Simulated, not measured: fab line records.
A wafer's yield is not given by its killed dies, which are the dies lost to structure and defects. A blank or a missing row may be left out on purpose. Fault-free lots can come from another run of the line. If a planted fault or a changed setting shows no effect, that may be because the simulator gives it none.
Lot-split experiment | flow n5 finfet | 21 wafers read across 7 lots, on a route 1938 steps long

== SPLIT DETAILS ==
At N5_BEOL_M9_TRENCH_ETCH_37 (etches SiCOH lowk in C4F6/O2, target depth 151.43 nm, time 49 s), the setting bias w was moved away from the recipe's 185 W on 8 of the 21 wafers read, by -14.8% to +5.7%. All remaining wafers had this setting at the recipe value.

The split's own step is where the reading is taken.

== THE READING ==
rf vpp V, in V, at N5_BEOL_M9_TRENCH_ETCH_37 (etches SiCOH lowk in C4F6/O2, target depth 151.43 nm, time 49 s). Fault-free wafers of this fab line usually give 665 V, standard deviation 10 V.

wafer  | tool, chamber at the split | bias w as run, W | against the recipe | rf vpp V, V | against lot-mates on the recipe
L076.2 | rie diel-04, 3             | 195.5            | +5.7%              | 683         | +26
L076.3 | rie diel-04, 0             | 185              | recipe             | 657         | -
L076.4 | rie diel-04, 1             | 195.5            | +5.7%              | 696         | +39
L081.1 | rie diel-06, 2             | 185              | recipe             | 672         | -
L081.4 | rie diel-06, 1             | 169.5            | -8.4%              | 615         | -57
L081.5 | rie diel-06, 2             | 169.5            | -8.4%              | 625         | -47
L083.1 | rie diel-02, 0             | 185              | recipe             | 661         | -
L083.2 | rie diel-02, 2             | 185              | recipe             | 670         | -
L083.5 | rie diel-02, 2             | 157.7            | -14.8%             | 590         | -76
L091.1 | rie diel-06, 0             | 185              | recipe             | 656         | -
L091.3 | rie diel-06, 2             | 162.6            | -12.1%             | 605         | -51
L091.6 | rie diel-06, 3             | 162.6            | -12.1%             | 597         | -59
L090.4 | rie diel-04, 2             | 185              | recipe             | 691         | -
L090.5 | rie diel-04, 0             | 185              | recipe             | 656         | -
L090.6 | rie diel-04, 1             | 160.6            | -13.2%             | 596         | -78
L093.1 | rie diel-06, 2             | 185              | recipe             | 671         | -
L093.3 | rie diel-06, 3             | 185              | recipe             | 660         | -
L093.6 | rie diel-06, 0             | 185              | recipe             | 656         | -
L095.1 | rie diel-02, 3             | 185              | recipe             | 671         | -
L095.5 | rie diel-02, 3             | 185              | recipe             | 671         | -
L095.6 | rie diel-02, 0             | 185              | recipe             | 661         | -

FIT RESULTS
A straight line over all 21 wafers: rf vpp V changes by +5.14 V for each +1% of bias w; r = +0.96; the points scatter about the line by 8.7 V.
The same after taking each lot's own level away (the mean of its wafers on the recipe; 21 wafers): +5.3 V for each +1%; r = +0.97; scatter 8.5 V.
That fit puts the effect of the largest move of bias w on the reading at 78 V.
The span of the lots' own levels, 656.0 to 673.5 V, comes to 1.8 times the standard deviation stated above.
The two slopes agree, so the slope changes little with the lot-to-lot level.
Check: with one of the wafers moved furthest among these (-14.8%) left out of the fit, the line predicts -78.9 V for it against its lot-mates. Against them it came out at -75.5 V.
Tool readings at the split's step, against how far the setting was moved: rf vpp V r = +0.96.

== FURTHER SPLITS ON THESE WAFERS ==
These wafers also went through other splits before the reading. Each is held against what the fit with the lots' levels taken away leaves over:
other split on the same wafers | wafers away from the commonest value | r with rf vpp V (lot level and that fit taken away)
N5_BEOL_M9_ETCH_66 time s      | 5                                    | -0.02

== FILE'S OWN FIT ==
rf vpp V changes by +5.33 V for each +1% of bias w, r = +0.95.
